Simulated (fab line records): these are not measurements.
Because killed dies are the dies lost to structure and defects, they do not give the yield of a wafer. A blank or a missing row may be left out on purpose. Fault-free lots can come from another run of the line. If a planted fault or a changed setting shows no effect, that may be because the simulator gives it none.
Which tool is to blame? :: flow nand harc :: route of 1302 steps, sampled at 1 step: 15 lots, 45 wafers

== WHAT THE GAUGES SHOWED, per wafer ==
NHARC_A_ONON_D1_THK_MEAS_34: measures by ellipsometry. Usual: thk nm 199 nm, standard deviation 3.6.
lot: L251
measured: day 8 01:28
on: film metro-01
thk nm (nm): 200 198 197
flag: 

lot: L252
measured: day 8 11:14
on: film metro-02
thk nm (nm): 200 203 206
flag: 

lot: L254
measured: day 9 09:07
on: film metro-01
thk nm (nm): 201 199 204
flag: 

lot: L255
measured: day 10 11:00
on: film metro-01
thk nm (nm): 198 197 204
flag: 

lot: L257
measured: day 11 03:29
on: film metro-01
thk nm (nm): 188 196 195
flag: 

lot: L259
measured: day 11 16:53
on: film metro-02
thk nm (nm): 196 199 202
flag: 

lot: L260
measured: day 12 10:29
on: film metro-02
thk nm (nm): 200 204 201
flag: 

lot: L261
measured: day 12 15:33
on: film metro-02
thk nm (nm): 195 192 194
flag: 

lot: L262
measured: day 12 23:44
on: film metro-01
thk nm (nm): 194 200 197
flag: 

lot: L264
measured: day 13 12:02
on: film metro-01
thk nm (nm): 198 201 201
flag: 

lot: L270
measured: day 16 00:02
on: film metro-01
thk nm (nm): 204 202 209
flag: 

lot: L269
measured: day 16 00:04
on: film metro-02
thk nm (nm): 197 199 201
flag: 

lot: L272
measured: day 17 11:04
on: film metro-02
thk nm (nm): 197 198 201
flag: 

lot: L273
measured: day 17 20:28
on: film metro-02
thk nm (nm): 197 196 200
flag: 

lot: L274
measured: day 18 01:05
on: film metro-01
thk nm (nm): 201 200 198
flag: 

== WHAT TOOL EACH LOT RAN ON (gives the tool, then ch and the chambers of the sampled wafers, and finally the start) ==
The record shows no process step preceding these readings.

== AS READ BY THE TOOLS THEMSELVES (means over the sampled wafers that have a number; for cases with no such wafer, the mark the record gives instead) ==
The record holds no such reading with a usual standard deviation.

== THE ANSWER, worked out from the rows above alone ==
Rule: a lot is off if the mean of its wafers that have a number lies more than 3 standard deviations from the usual mean. A lot without any number at a reading at which 4 lots or more have one is off too. Where the step has rows for the other lots, those lots are counted as sound. Order of review: gauges by route order, followed by the tools' own readings, for which a lot's mean as printed above is used. At the first step where some lot is off, the reading lying furthest off is the one used; lots without a number count as furthest.
Nothing can be told from this: no lot is off at any reading shown.

== WHAT THE SIMULATOR HAD PUT IN ==
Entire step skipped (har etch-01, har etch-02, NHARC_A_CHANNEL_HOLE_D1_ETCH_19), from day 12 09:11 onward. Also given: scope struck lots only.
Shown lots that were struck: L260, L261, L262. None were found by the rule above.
